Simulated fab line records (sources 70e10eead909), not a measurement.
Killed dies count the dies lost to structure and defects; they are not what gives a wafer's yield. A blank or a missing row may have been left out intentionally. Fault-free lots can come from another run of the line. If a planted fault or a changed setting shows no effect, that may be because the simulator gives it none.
fab line records + flow nand-harc
record:
- lots: 6
- wafers: 18
- last-day: 33
route steps=1302 shown P_CONTACT@237 END@1302
lots that met no fault: taken from a fault-free run of the same line
start-h: start of the lot's first displayed wafer, in hours after the record's first day + wait-h: hours from the lot's prior step to this one + " repeats the value in the row above + L1.1+2: a single row standing in for several wafers + - no value, or no start given + * or withheld: withheld + < > ~ a bound
route shown NAME@n: NAME is a module with steps in the file, n the number in the route of the first one + usual: average and standard deviation across the fault-free wafers + same: alike in all rows + chamber/n: place in a boat + sites: each site's reading + _std_site: how widely they spread, as a standard deviation + _edge_site: outer sites' mean less inner sites' + radius-mm: for every site, how far away it sits from the centre of the wafer + mask NAME#n: copy n + behind: the last tool/chamber to shape the wafer + hold: cause of the lot's hold/its duration in hours/its outcome + device: which transistor (n, p or np) failed to switch + end of line: the route-end tests of the same wafers + step lacking rows: just its recipe + killed: count of dies lost to structure and defects at first sort (not the wafer's yield) + map: a wafer's dies, x killed, . not, _ none there
set.NAME: the setting the step ran with; set.NAME@STEP: the setting that earlier step ran with + model.NAME: the simulator's own value behind a step, which no gauge read
certain route steps with their lots: each step a table, each wafer a row
services: a tool's chamber out of use, with start hour (start-h, from the record's first day; less than 0 if before it), hours out, and reason
== steps ==
step: NHARC_P_CONTACT_ETCH_36
recipe:
- target-depth-a: 2600
- over-etch-frac: 0.25
- time-s: 406.25
- ion-energy-ev: 200
- n2-flow-sccm: 150
- h2-flow-sccm: 150
- ar-flow-sccm: 0
- rf-w: 400
- bias-w: 150
- chemistry: N2/H2
step: NHARC_P_CONTACT_ETCH_18
recipe:
- target-depth-a: 4810
- time-s: 240.5
- c4f8-flow-sccm: 20
- o2-flow-sccm: 10
- ar-flow-sccm: withheld
- rf-w: 600
- bias-w: 1500
- chemistry: C4F8/O2/Ar
usual:
- oes-product-au: 0.950/0.022
- rf-vpp-V: 981/6.1
| lot.wafer | tool        | chamber | start-h | wait-h | oes-product-au | rf-hours-counter-h | rf-vpp-V |
|-----------|-------------|---------|---------|--------|----------------|--------------------|----------|
| L786.2    | rie-diel-01 | 1       | -       | -      | 0.941          | 5.0                | 978      |
| L786.6    | "           | 3       | "       | "      | 0.940          | -                  | 969      |
| L786.5    | "           | 0       | "       | "      | 0.949          | -                  | 988      |
| L796.1    | rie-diel-01 | 3       | -       | -      | 0.950          | 0.5                | 969      |
| L796.4    | "           | 1       | "       | "      | 0.955          | 0.6                | 978      |
| L796.3    | "           | 2       | "       | "      | 0.952          | 0.6                | 976      |
| L798.4    | rie-diel-01 | 0       | -       | -      | 0.926          | 1.7                | 988      |
| L798.3    | "           | 1       | "       | "      | 0.918          | 1.4                | 979      |
| L798.1    | "           | 2       | "       | "      | 0.925          | 1.2                | 977      |
| L801.1    | rie-diel-01 | 3       | -       | -      | 0.915          | 3.4                | 967      |
| L801.6    | "           | 0       | "       | "      | 0.936          | -                  | 987      |
| L801.5    | "           | 1       | "       | "      | 0.929          | -                  | 978      |
| L805.2    | rie-diel-10 | 2       | -       | -      | 0.986          | 1.8                | 980      |
| L805.6    | "           | 3       | "       | "      | 0.966          | -                  | 987      |
| L805.5    | "           | 0       | "       | "      | 0.963          | -                  | 984      |
| L806.2    | rie-diel-01 | 3       | -       | -      | 0.959          | 6.2                | 971      |
| L806.4    | "           | 2       | "       | "      | 0.960          | -                  | 978      |
| L806.6    | "           | 3       | "       | "      | 0.969          | -                  | 968      |
step: NHARC_P_CONTACT_STRIP_37
recipe:
- c4f8-flow-sccm: withheld
- o2-flow-sccm: 8
- ar-flow-sccm: withheld
- bias-w: 0
- chemistry: C4F8/O2/Ar
step: NHARC_P_CONTACT_ETCH_31
recipe:
- target-depth-a: 300
- time-s: 85.7
- ion-energy-ev: 120
- over-etch-frac: 1
- ch3f-flow-sccm: 50
- o2-flow-sccm: 30
- ar-flow-sccm: 200
- rf-w: 500
- bias-w: 100
- chemistry: CH3F/O2
step: NHARC_P_CONTACT_CD_MEAS_19
usual:
- cd-nm: 89.6/1.6
| lot.wafer | tool      | chamber | start-h | wait-h | cd-nm |
|-----------|-----------|---------|---------|--------|-------|
| L786.2    | cd-sem-02 | -       | 142.78  | -      | 90.0  |
| L786.5    | "         | -       | "       | "      | 90.4  |
| L786.6    | "         | -       | "       | "      | 89.0  |
| L796.1    | cd-sem-01 | -       | 236.08  | -      | 91.4  |
| L796.3    | "         | -       | "       | "      | 91.7  |
| L796.4    | "         | -       | "       | "      | 88.2  |
| L798.1    | cd-sem-03 | -       | 262.79  | -      | 88.0  |
| L798.3    | "         | -       | "       | "      | 89.2  |
| L798.4    | "         | -       | "       | "      | 85.0  |
| L801.1    | cd-sem-01 | -       | 287.76  | -      | 90.7  |
| L801.5    | "         | -       | "       | "      | 90.9  |
| L801.6    | "         | -       | "       | "      | 87.6  |
| L805.2    | cd-sem-03 | -       | 323.32  | -      | 91.8  |
| L805.5    | "         | -       | "       | "      | 90.3  |
| L805.6    | "         | -       | "       | "      | 91.1  |
| L806.2    | cd-sem-02 | -       | 344.47  | -      | 90.9  |
| L806.4    | "         | -       | "       | "      | 90.4  |
| L806.6    | "         | -       | "       | "      | 89.1  |
step: NHARC_P_CONTACT_STRIP_28
recipe:
- o2-flow-sccm: 500
- ar-flow-sccm: 0
- bias-w: 0
- chemistry: O2
usual:
- drypump-motor-current-A: 5.6/0.38
- o2-flow-sccm: 500.1/1.6
- oes-product-au: 0.999/0.0087
- rf-vpp-V: 57.8/0.85
- showerhead-plenum-p-Torr: 3.61/0.14
- throttle-valve-pct: 17.037/0.0088
| lot.wafer | tool        | chamber | start-h | wait-h | drypump-motor-current-A | o2-flow-sccm | oes-product-au | rf-hours-counter-h | rf-vpp-V | showerhead-plenum-p-Torr | throttle-valve-pct |
|-----------|-------------|---------|---------|--------|-------------------------|--------------|----------------|--------------------|----------|--------------------------|--------------------|
| L786.2    | rie-diel-01 | 0       | 142.85  | 0.1    | 5.7                     | 499.8        | 1.001          | 5.2                | 57.3     | 3.76                     | 17.046             |
| L786.5    | "           | 0       | "       | "      | 5.7                     | 497.3        | 1.001          | -                  | 58.0     | 3.76                     | 17.033             |
| L786.6    | "           | 1       | "       | "      | 5.6                     | 495.7        | 0.991          | -                  | 58.0     | 3.54                     | 17.042             |
| L796.4    | rie-diel-10 | 1       | 236.16  | 0.1    | 5.8                     | 500.9        | 0.991          | 4.1                | 58.8     | 3.74                     | 17.035             |
| L796.3    | "           | 3       | "       | "      | 5.3                     | 495.9        | 0.997          | 4.7                | 59.7     | 3.77                     | 17.044             |
| L796.1    | "           | 0       | "       | "      | 5.2                     | 501.6        | 1.009          | 4.3                | 57.0     | 3.68                     | 17.046             |
| L798.1    | rie-diel-01 | 2       | 262.86  | 0.1    | 5.7                     | 499.2        | 0.998          | 1.3                | 56.9     | 3.50                     | 17.039             |
| L798.3    | "           | 3       | "       | "      | 5.1                     | 501.1        | 0.997          | 1.5                | 57.0     | 3.30                     | 17.029             |
| L798.4    | "           | 1       | "       | "      | 5.6                     | 498.0        | 0.981          | 1.5                | 57.1     | 3.54                     | 17.041             |
| L801.1    | rie-diel-10 | 0       | 287.87  | 0.1    | 5.1                     | 500.0        | 0.996          | 0.7                | 57.8     | 3.68                     | 17.038             |
| L801.6    | "           | 2       | "       | "      | 6.1                     | 500.6        | 1.000          | -                  | 57.0     | 3.58                     | 17.043             |
| L801.5    | "           | 3       | "       | "      | 5.3                     | 499.9        | 1.010          | -                  | 57.6     | 3.77                     | 17.037             |
| L805.2    | rie-diel-05 | 2       | 323.40  | 0.1    | 5.1                     | 499.4        | 1.002          | 2.4                | 56.7     | 3.40                     | 17.041             |
| L805.6    | "           | 1       | "       | "      | 5.8                     | 500.7        | 0.995          | -                  | 58.3     | 3.69                     | 17.034             |
| L805.5    | "           | 2       | "       | "      | 5.1                     | 497.7        | 0.992          | -                  | 57.8     | 3.40                     | 17.037             |
| L806.4    | rie-diel-05 | 1       | 344.55  | 0.1    | 5.8                     | 497.3        | 1.001          | 2.6                | 57.4     | 3.68                     | 17.050             |
| L806.2    | "           | 3       | "       | "      | 6.6                     | 499.9        | 0.989          | 2.7                | 58.2     | 3.54                     | 17.045             |
| L806.6    | "           | 1       | "       | "      | 5.8                     | 498.3        | 0.996          | -                  | 58.6     | 3.68                     | 17.018             |
step: NHARC_P_CONTACT_STRIP_29
recipe:
- time-s: 1200
- temp-c: 72.5
- chemistry: post-etch-residue-remover
step: NHARC_P_CONTACT_DEGAS_38
recipe:
- temp-c: 300
- time-s: 60
step: NHARC_P_CONTACT_PRE_CLEAN_39
recipe:
- time-s: 19.5
- bias-v: 250
- gas: Ar
step: NHARC_P_CONTACT_PVD_32
recipe:
- target-thk-a: 50
- chamber-pressure-pa: 5
- power-w: 5000
- substrate-temp-c: 200
- time-s: 17.7
- material: Ti
usual:
- throttle-valve-pct: 30.1/0.71
| lot.wafer | tool           | chamber | start-h | wait-h | throttle-valve-pct |
|-----------|----------------|---------|---------|--------|--------------------|
| L786.2    | pvd-sputter-03 | -       | -       | -      | 30.5               |
| L786.5    | "              | -       | "       | "      | 31.4               |
| L786.6    | "              | -       | "       | "      | 30.6               |
| L796.4    | pvd-sputter-03 | -       | -       | -      | 30.9               |
| L796.1    | "              | -       | "       | "      | 28.8               |
| L796.3    | "              | -       | "       | "      | 29.8               |
| L798.4    | pvd-sputter-02 | -       | -       | -      | 30.2               |
| L798.1    | "              | -       | "       | "      | 30.0               |
| L798.3    | "              | -       | "       | "      | 30.1               |
| L801.1    | pvd-sputter-01 | -       | -       | -      | 29.4               |
| L801.5    | "              | -       | "       | "      | 30.3               |
| L801.6    | "              | -       | "       | "      | 29.2               |
| L805.2    | pvd-sputter-01 | -       | -       | -      | 29.4               |
| L805.6    | "              | -       | "       | "      | 29.4               |
| L805.5    | "              | -       | "       | "      | 30.4               |
| L806.2    | pvd-sputter-01 | -       | -       | -      | 30.8               |
| L806.4    | "              | -       | "       | "      | 29.7               |
| L806.6    | "              | -       | "       | "      | 30.5               |
step: NHARC_P_CONTACT_ALD_22
recipe:
- target-thk-a: 30
- pulse-time-s: 1
- ald-cycles: 150
- temp-c: 450
- material: TiN
usual:
- heater-power-w: 1113/89
- precursor-pulse-height-rel: 0.999/0.021
| lot.wafer | tool         | chamber | start-h | wait-h | heater-power-w | precursor-pulse-height-rel |
|-----------|--------------|---------|---------|--------|----------------|----------------------------|
| L786.2    | ald-metal-01 | 1       | 143.77  | -      | 1091           | 1.018                      |
| L786.6    | "            | 3       | "       | "      | 1255           | 1.013                      |
| L786.5    | "            | 0       | "       | "      | 1220           | 1.006                      |
| L796.4    | ald-metal-03 | 0       | 237.04  | -      | 956            | 0.993                      |
| L796.1    | "            | 1       | "       | "      | 1077           | 0.968                      |
| L796.3    | "            | 2       | "       | "      | 1119           | 0.992                      |
| L798.1    | ald-metal-04 | 1       | 263.74  | -      | 1085           | 0.977                      |
| L798.4    | "            | 3       | "       | "      | 1179           | 0.983                      |
| L798.3    | "            | 0       | "       | "      | 1117           | 1.019                      |
| L801.1    | ald-metal-04 | 0       | 288.76  | -      | 1124           | 1.032                      |
| L801.5    | "            | 3       | "       | "      | 1142           | 1.015                      |
| L801.6    | "            | 0       | "       | "      | 1087           | 0.950                      |
| L805.2    | ald-metal-04 | 3       | 324.29  | -      | 1160           | 0.970                      |
| L805.6    | "            | 2       | "       | "      | 1190           | 0.991                      |
| L805.5    | "            | 3       | "       | "      | 1187           | 1.044                      |
| L806.4    | ald-metal-04 | 0       | 345.45  | -      | 1125           | 0.981                      |
| L806.2    | "            | 1       | "       | "      | 1041           | 1.029                      |
| L806.6    | "            | 0       | "       | "      | 1077           | 1.011                      |
step: NHARC_P_CONTACT_CVD_23
recipe:
- target-thk-a: 2000
- temp-c: 300
- pressure-torr: 40
- wf6-flow-sccm: 40
- h2-flow-sccm: 1600
- ar-flow-sccm: 1560
- time-s: 557
- material: W
usual:
- heater-power-w: 455/29
- throttle-valve-pct: 7.87/0.25
| lot.wafer | tool     | chamber | start-h | wait-h | heater-power-w | throttle-valve-pct |
|-----------|----------|---------|---------|--------|----------------|--------------------|
| L786.2    | cvd-w-02 | 0       | -       | -      | 416            | 8.34               |
| L786.6    | "        | 1       | "       | "      | 453            | 7.85               |
| L786.5    | "        | 0       | "       | "      | 413            | 7.99               |
| L796.1    | cvd-w-02 | 1       | -       | -      | 454            | 7.79               |
| L796.4    | "        | 1       | "       | "      | 462            | 8.20               |
| L796.3    | "        | 0       | "       | "      | 411            | 8.10               |
| L798.1    | cvd-w-01 | 0       | -       | -      | 496            | 7.72               |
| L798.4    | "        | 0       | "       | "      | 489            | 7.85               |
| L798.3    | "        | 1       | "       | "      | 452            | 7.54               |
| L801.1    | cvd-w-01 | 0       | -       | -      | 495            | 7.96               |
| L801.5    | "        | 1       | "       | "      | 462            | 7.60               |
| L801.6    | "        | 0       | "       | "      | 489            | 7.98               |
| L805.2    | cvd-w-01 | 0       | -       | -      | 504            | 7.81               |
| L805.5    | "        | 1       | "       | "      | 464            | 7.68               |
| L805.6    | "        | 0       | "       | "      | 494            | 8.02               |
| L806.2    | cvd-w-01 | 0       | -       | -      | 481            | 7.97               |
| L806.4    | "        | 1       | "       | "      | 468            | 7.58               |
| L806.6    | "        | 1       | "       | "      | 474            | 7.41               |
step: NHARC_P_CONTACT_CMP_24
recipe:
- t-overpolish-s: 30
- target-thk-nm: 200
usual:
- motor-current-A: 11.8/1.4
- overpolish-run-s: 30.000/0.0092
- time-to-endpoint-s: 39.6/3
| lot.wafer | tool   | chamber | start-h | wait-h | motor-current-A | overpolish-run-s | time-to-endpoint-s |
|-----------|--------|---------|---------|--------|-----------------|------------------|--------------------|
| L786.2    | cmp-01 | 1       | 144.65  | 0.5    | 11.8            | 30.010           | 38.9               |
| L786.6    | "      | 3       | "       | "      | 10.7            | 29.995           | 38.0               |
| L786.5    | "      | 0       | "       | "      | 13.1            | 30.015           | 42.6               |
| L796.3    | cmp-03 | 0       | 237.91  | 0.3    | 13.1            | 30.004           | 22.1               |
| L796.4    | "      | 1       | "       | "      | 10.8            | 30.009           | 21.1               |
| L796.1    | "      | 2       | "       | "      | 12.6            | 30.004           | 24.1               |
| L798.4    | cmp-03 | 0       | 264.59  | 0.4    | 13.6            | 30.007           | 18.2               |
| L798.3    | "      | 1       | "       | "      | 11.1            | 29.996           | 17.5               |
| L798.1    | "      | 3       | "       | "      | 9.7             | 30.001           | 21.1               |
| L801.1    | cmp-02 | 0       | 289.59  | 0.5    | 10.2            | 30.007           | 39.3               |
| L801.6    | "      | 0       | "       | "      | 10.7            | 30.022           | 39.1               |
| L801.5    | "      | 1       | "       | "      | 13.7            | 30.003           | 36.5               |
| L805.2    | cmp-03 | 3       | 325.16  | 0.5    | 10.3            | 30.004           | 39.5               |
| L805.6    | "      | 1       | "       | "      | 10.4            | 30.015           | 35.7               |
| L805.5    | "      | 2       | "       | "      | 13.0            | 30.000           | 39.1               |
| L806.4    | cmp-01 | 0       | 346.37  | 0.5    | 13.4            | 30.003           | 41.3               |
| L806.2    | "      | 1       | "       | "      | 11.3            | 30.006           | 36.3               |
| L806.6    | "      | 2       | "       | "      | 10.6            | 30.001           | 36.6               |
step: NHARC_END_SORT_01
recipe:
- temp-c: 25
usual:
- killed-at-array: 58/20
- killed-at-other: 1.0/1.2
- killed-at-periphery: 4.1/3
- killed-dies: 63/20
- killed-open: 3.2/1.7
- killed-short: 2.5/1.5
same:
- gross-dies: 677
| lot.wafer | tool      | chamber | start-h | wait-h | killed-at-array | killed-at-other | killed-at-periphery | killed-dies | killed-open | killed-short |
|-----------|-----------|---------|---------|--------|-----------------|-----------------|---------------------|-------------|-------------|--------------|
| L786.2    | prober-02 | 0       | 580.46  | 2.8    | 27              | 1               | 3                   | 31          | 4           | 5            |
| L786.5    | prober-02 | 0       | 582.88  | 3.7    | 14              | 3               | 3                   | 20          | 2           | 5            |
| L786.6    | prober-02 | 0       | 583.69  | 4.0    | 29              | 0               | 1                   | 30          | 2           | 1            |
| L796.1    | prober-02 | 0       | 658.88  | 2.5    | 43              | 2               | 6                   | 51          | 3           | 2            |
| L796.3    | prober-02 | 0       | 660.50  | 3.1    | 39              | 0               | 3                   | 42          | 3           | 2            |
| L796.4    | prober-02 | 0       | 661.31  | 3.4    | 31              | 0               | 5                   | 36          | 2           | 1            |
| L798.1    | prober-01 | 0       | 700.70  | 2.5    | 48              | 1               | 2                   | 51          | 3           | 3            |
| L798.3    | prober-01 | 0       | 702.30  | 3.1    | 61              | 0               | 3                   | 64          | 4           | 2            |
| L798.4    | prober-01 | 0       | 703.10  | 3.4    | 59              | 1               | 4                   | 64          | 3           | 2            |
| L801.1    | prober-01 | 0       | 718.59  | 2.5    | 86              | 1               | 4                   | 91          | 1           | 2            |
| L801.5    | prober-01 | 0       | 721.85  | 3.7    | 97              | 1               | 5                   | 103         | 2           | 3            |
| L801.6    | prober-01 | 0       | 722.66  | 4.1    | 96              | 2               | 1                   | 99          | 6           | 3            |
| L805.2    | prober-01 | 0       | 769.32  | 2.9    | 52              | 0               | 4                   | 56          | 0           | 2            |
| L805.5    | prober-01 | 0       | 771.75  | 3.8    | 65              | 2               | 3                   | 70          | 5           | 3            |
| L805.6    | prober-01 | 0       | 772.57  | 4.1    | 60              | 1               | 1                   | 62          | 1           | 2            |
killed by level:class
L786.2 A_CHANNEL_HOLE_D2:chamber-film-flake=10 A_CONTACT:chamber-film-flake=3 A_DECK1_JOINT:chamber-film-flake=3 A_ONON_D2:geometric-particle:short=2 A_CHANNEL_HOLE_D1:chamber-film-flake=2 P_GATE:geometric-particle:open=1 P_CONTACT:geometric-particle:open=1 P_M0:geometric-particle:open=1
L786.5 A_CHANNEL_HOLE_D2:chamber-film-flake=6 A_BLC:geometric-particle:short=2 THIN_TSV:chamber-film-flake=2 P_CONTACT:geometric-particle:short=1 A_DECK1_JOINT:geometric-particle:short=1 A_CHANNEL_FILL_D2:geometric-particle:short=1 A_CHANNEL_FILL_D2:geometric-particle:open=1 P_STI:chamber-film-flake=1
L786.6 A_CHANNEL_HOLE_D2:chamber-film-flake=6 A_CHANNEL_HOLE_D1:chamber-film-flake=4 A_M0:chamber-film-flake=4 A_M1:chamber-film-flake=4 A_DECK1_JOINT:chamber-film-flake=2 A_SLIT:chamber-film-flake=2 A_CONTACT:chamber-film-flake=2 A_CHANNEL_FILL_D1:geometric-particle:short=1
L796.1 A_CHANNEL_HOLE_D1:chamber-film-flake=25 A_STAIRCASE:chamber-film-flake=4 P_BONDPAD:chamber-film-flake=3 A_SLIT:chamber-film-flake=3 P_GATE:chamber-film-flake=2 A_CHANNEL_FILL_D1:chamber-film-flake=2 A_CHANNEL_HOLE_D2:chamber-film-flake=2 A_ONON_D1:geometric-particle:open=1
L796.3 A_CHANNEL_HOLE_D1:chamber-film-flake=26 A_STAIRCASE:chamber-film-flake=4 A_CHANNEL_FILL_D2:geometric-particle:short=2 P_BONDPAD:chamber-film-flake=2 A_SLIT:chamber-film-flake=2 A_WL_FILL:chamber-film-flake=2 A_SOURCE_PLATE:geometric-particle:open=1 A_ONON_D1:geometric-particle:open=1
L796.4 A_CHANNEL_HOLE_D1:chamber-film-flake=28 P_CONTACT:chamber-film-flake=2 P_GATE:geometric-particle:open=1 P_CONTACT:geometric-particle:open=1 A_DECK1_JOINT:geometric-particle:short=1 P_BONDPAD:chamber-film-flake=1 A_CHANNEL_HOLE_D2:chamber-film-flake=1 A_SLIT:chamber-film-flake=1
L798.1 A_SLIT:chamber-film-flake=22 A_STAIRCASE:chamber-film-flake=8 A_CHANNEL_HOLE_D1:chamber-film-flake=8 A_CHANNEL_FILL_D1:chamber-film-flake=3 P_M0:geometric-particle:open=1 A_SOURCE_PLATE:geometric-particle:short=1 A_DECK1_JOINT:geometric-particle:open=1 A_ONON_D2:geometric-particle:open=1
L798.3 A_SLIT:chamber-film-flake=34 A_CHANNEL_HOLE_D1:chamber-film-flake=13 A_STAIRCASE:chamber-film-flake=6 A_CONTACT:chamber-film-flake=4 P_STI:geometric-particle:open=1 P_CONTACT:geometric-particle:short=1 A_DECK1_JOINT:geometric-particle:open=1 A_ONON_D2:geometric-particle:open=1
L798.4 A_SLIT:chamber-film-flake=33 A_CHANNEL_HOLE_D1:chamber-film-flake=9 A_CONTACT:chamber-film-flake=6 A_STAIRCASE:chamber-film-flake=4 A_WL_FILL:chamber-film-flake=3 P_GATE:chamber-film-flake=2 P_GATE:geometric-particle:open=1 A_ONON_D1:geometric-particle:open=1
L801.1 A_SLIT:chamber-film-flake=31 A_CHANNEL_HOLE_D1:chamber-film-flake=28 A_CHANNEL_HOLE_D2:chamber-film-flake=21 P_M1:chamber-film-flake=3 P_M0:geometric-particle:short=1 A_SGD_CUT:geometric-particle:short=1 A_CONTACT:geometric-particle:open=1 A_DECK1_JOINT:chamber-film-flake=1
L801.5 A_SLIT:chamber-film-flake=35 A_CHANNEL_HOLE_D2:chamber-film-flake=26 A_CHANNEL_HOLE_D1:chamber-film-flake=25 A_CONTACT:chamber-film-flake=5 P_M0:geometric-particle:open=1 P_M0:geometric-particle:short=1 A_SGD_CUT:geometric-particle:short=1 A_WL_FILL:geometric-particle:short=1
L801.6 A_SLIT:chamber-film-flake=31 A_CHANNEL_HOLE_D1:chamber-film-flake=28 A_CHANNEL_HOLE_D2:chamber-film-flake=22 A_DECK1_JOINT:geometric-particle:open=2 A_M0:geometric-particle:open=2 THIN_TSV:chamber-film-flake=2 A_STAIRCASE:chamber-film-flake=2 A_WL_FILL:chamber-film-flake=2
L805.2 A_SLIT:chamber-film-flake=31 A_CHANNEL_HOLE_D1:chamber-film-flake=16 P_STI:chamber-film-flake=2 P_M1:chamber-film-flake=2 A_CHANNEL_FILL_D2:geometric-particle:short=1 A_BLC:geometric-particle:short=1 A_CHANNEL_FILL_D1:chamber-film-flake=1 A_CHANNEL_HOLE_D2:chamber-film-flake=1
L805.5 A_SLIT:chamber-film-flake=36 A_CHANNEL_HOLE_D1:chamber-film-flake=17 A_STAIRCASE:chamber-film-flake=2 THIN_TSV:chamber-film-flake=2 P_GATE:geometric-particle:open=1 A_SOURCE_PLATE:geometric-particle:open=1 A_ONON_D1:geometric-particle:open=1 A_CHANNEL_FILL_D1:geometric-particle:open=1
L805.6 A_SLIT:chamber-film-flake=33 A_CHANNEL_HOLE_D1:chamber-film-flake=19 A_CONTACT:chamber-film-flake=2 A_CHANNEL_FILL_D1:geometric-particle:open=1 A_CHANNEL_HOLE_D2:geometric-particle:short=1 A_STAIRCASE:geometric-particle:short=1 P_M1:chamber-film-flake=1 A_CHANNEL_HOLE_D2:chamber-film-flake=1
== services ==
| tool           | chamber | start-h | hours | kind   |
|----------------|---------|---------|-------|--------|
| cmp-03         | -       | 121.71  | 1.8   | repair |
| ald-metal-04   | -       | 133.27  | 1.5   | repair |
| ald-metal-04   | 0       | 149.56  | 27.6  | repair |
| cmp-03         | -       | 162.00  | 4.0   | pm     |
| rie-diel-01    | 3       | 183.18  | 30.8  | repair |
| cvd-w-01       | -       | 185.47  | 13.0  | pm     |
| rie-diel-10    | 1       | 187.72  | 2.9   | repair |
| rie-diel-01    | -       | 188.68  | 0.4   | repair |
| rie-diel-10    | -       | 191.08  | 0.3   | repair |
| cmp-03         | -       | 196.80  | 2.9   | repair |
| rie-diel-01    | -       | 203.97  | 9.0   | pm     |
| ald-metal-04   | -       | 204.25  | 1.7   | repair |
| pvd-sputter-01 | -       | 226.00  | 10.0  | pm     |
| rie-diel-01    | 3       | 226.58  | 4.4   | repair |
| rie-diel-10    | -       | 242.50  | 9.0   | pm     |
| cmp-03         | -       | 260.00  | 4.0   | pm     |
| ald-metal-04   | -       | 264.55  | 0.5   | repair |
| cmp-03         | -       | 267.05  | 1.5   | repair |
| pvd-sputter-01 | -       | 293.84  | 4.3   | repair |
| ald-metal-04   | -       | 296.00  | 10.0  | pm     |
| ald-metal-04   | 2       | 325.69  | 17.0  | repair |
| rie-diel-01    | 1       | 329.55  | 4.6   | repair |
| cvd-w-01       | 1       | 334.45  | 4.0   | repair |
| rie-diel-01    | 1       | 339.34  | 12.9  | repair |
== key ==
first-sign:
- step: NHARC_P_CONTACT_CMP_24
- reading: time-to-endpoint-s
- direction: down
- sigmas: 6.4
- usual: *
- struck: *
effect none on later readings
met-at NHARC_P_CONTACT_CMP_24
struck-wafers L796.1,L796.3,L796.4,L798.1,L798.3,L798.4
tester-left-out L796,L798
fault:
- kind: process-parameter-drift
- tool: cmp-03
- chamber: -
- onset-h: 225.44
- steps: NHARC_P_CONTACT_CMP_24
- channel: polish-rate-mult
- offset: 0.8
- shape: step
- end-h: 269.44
tester-left-out: of these lots the tester's yield and bins aren't shown, on N5 and GAA mostly nor the transistor test; their killed dies are dies lost to structure and defects alone, not to doping, threshold or leakage, so they don't give the yield
